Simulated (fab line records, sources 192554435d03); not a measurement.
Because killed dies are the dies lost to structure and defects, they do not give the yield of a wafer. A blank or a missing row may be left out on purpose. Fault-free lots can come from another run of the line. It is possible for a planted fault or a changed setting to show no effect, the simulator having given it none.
Matching of chambers | flow n5Finfet | N5_BEOL_M2_CO_CAP_55 on cvdCo-01 has 3 sister chambers
The step material Co, precursor CCTBA/H2, target thk 2 nm, time 102.1 s. 6 wafers are shown with their chamber, then 11 later ones without.

## WAFERS, EACH WITH ITS CHAMBER
wafer  | chamber | heaterPowerW (W)
L090.1 | 1       | 241
L091.6 | 0       | 239
L093.2 | 2       | 244
L093.4 | 0       | 242
L093.6 | 2       | 245
L092.1 | 1       | 231

## WAFERS WITHOUT THEIR CHAMBER
wafer  | heaterPowerW (W)
L092.2 | 248
L092.3 | 241
L095.1 | 235
L095.3 | 231
L095.6 | 235
L097.1 | 248
L097.3 | 239
L097.6 | 235
L096.1 | 239
L096.4 | 239
L096.5 | 231

## EACH ONE'S CHAMBER
wafer  | from the rows above          | in truth
L092.2 | can't be placed: 2 or 0 or 1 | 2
L092.3 | can't be placed: 0 or 2 or 1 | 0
L095.1 | can't be placed: 1 or 0 or 2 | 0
L095.3 | can't be placed: 1 or 0 or 2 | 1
L095.6 | can't be placed: 1 or 0 or 2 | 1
L097.1 | can't be placed: 2 or 0 or 1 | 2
L097.3 | can't be placed: 0 or 1 or 2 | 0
L097.6 | can't be placed: 1 or 0 or 2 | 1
L096.1 | can't be placed: 0 or 1 or 2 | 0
L096.4 | can't be placed: 0 or 1 or 2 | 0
L096.5 | can't be placed: 1 or 0 or 2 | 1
Placed correctly: 0 of 11. From these rows, 11 cannot be placed; in 11 the true chamber is one of the candidates. Wrongly placed: 0.
How it was worked out, from the rows above alone: a wafer's distance from a chamber is the root of the sum, over the readings, of the square of ((its reading less the chamber's mean) divided by the reading's scatter). The wafer belongs to the nearest chamber; if the next one is less than 2 further off, it can't be placed. The mean given for a chamber averages the wafers shown for that chamber. The scatter: take each reading less its chamber's mean, square it, sum over the shown wafers, divide by the number of wafers less the number of chambers, and take the root.
